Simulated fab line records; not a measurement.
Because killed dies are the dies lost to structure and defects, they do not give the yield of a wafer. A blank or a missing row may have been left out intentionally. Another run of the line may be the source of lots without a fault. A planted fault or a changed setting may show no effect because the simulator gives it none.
Matching of chambers | flow nandHarc | NHARC_P_M1_DESCUM_14 on rieDiel-03: 4 sister chambers
The step chemistry O2, time 3 s. 18 wafers are shown with their chamber, then 9 later ones without.

== WAFERS WITH THEIR CHAMBER ==
wafer  | chamber | drypumpMotorCurrentA (A) | oesProductAu (a.u.) | rfVppV (V)
L076.2 | 0       | 5.0                      | 0.992               | 57.6
L076.3 | 1       | 6.1                      | 0.985               | 57.0
L076.6 | 0       | 4.9                      | 0.983               | 56.5
L081.2 | 3       | 6.0                      | 0.999               | 57.5
L081.3 | 2       | 6.0                      | 0.998               | 58.1
L081.6 | 2       | 6.0                      | 1.010               | 56.8
L082.1 | 1       | 6.1                      | 0.986               | 57.7
L082.5 | 1       | 6.1                      | 0.982               | 56.8
L082.6 | 0       | 4.9                      | 0.993               | 57.7
L083.3 | 2       | 6.0                      | 1.010               | 55.8
L083.4 | 3       | 6.0                      | 1.008               | 57.7
L083.6 | 3       | 6.0                      | 0.993               | 57.6
L084.3 | 1       | 6.2                      | 1.004               | 56.3
L084.4 | 0       | 4.9                      | 0.991               | 56.5
L084.6 | 1       | 6.2                      | 0.998               | 57.5
L085.3 | 1       | 6.1                      | 0.993               | 56.4
L085.5 | 2       | 6.0                      | 0.989               | 58.0
L085.6 | 1       | 6.1                      | 0.978               | 56.7

SIGNATURES, as means of the wafers listed above
reading              | chamber 0 | chamber 1 | chamber 2 | chamber 3 | scatter within a chamber
drypumpMotorCurrentA | 4.925     | 6.129     | 6.000     | 6.000     | 0.0394
oesProductAu         | 0.98975   | 0.98943   | 1.00175   | 1.00000   | 0.00847
rfVppV               | 57.075    | 56.914    | 57.175    | 57.600    | 0.686
Rule: a wafer's distance from a chamber is the root of the sum, over the readings, of the square of ((its reading less the chamber's mean) divided by the reading's scatter). If the next closest chamber is less than 2 further off than the closest, the wafer can't be placed; otherwise it belongs to the closest. How the scatter is found: for the shown wafers, subtract from each reading the mean of its chamber, square and add these, divide the total by (wafers less chambers), then take the root.

== WAFERS WITH NO CHAMBER GIVEN ==
wafer  | drypumpMotorCurrentA (A) | oesProductAu (a.u.) | rfVppV (V)
L089.2 | 6.1                      | 0.991               | 57.3
L089.3 | 6.1                      | 0.983               | 57.6
L089.4 | 6.0                      | 0.982               | 55.5
L091.2 | 6.0                      | 0.993               | 57.5
L091.4 | 6.1                      | 1.009               | 56.9
L091.5 | 4.9                      | 0.998               | 56.9
L097.2 | 6.2                      | 0.993               | 56.2
L097.4 | 5.0                      | 1.001               | 58.4
L097.6 | 6.0                      | 0.998               | 58.0

== THE CHAMBER EACH PASSED THROUGH ==
wafer  | from the rows above          | in truth
L089.2 | can't be placed: 1 or 3 or 2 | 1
L089.3 | can't be placed: 1 or 3 or 2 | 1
L089.4 | can't be placed: 2 or 3 or 1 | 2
L091.2 | can't be placed: 3 or 2      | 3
L091.4 | can't be placed: 1 or 2 or 3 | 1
L091.5 | 0                            | 0
L097.2 | 1                            | 1
L097.4 | 0                            | 0
L097.6 | can't be placed: 3 or 2      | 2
Placed correctly: 3 of 9. Unplaceable from these rows: 6, with the true chamber sitting among the candidates in 6. 0 placed wrongly.
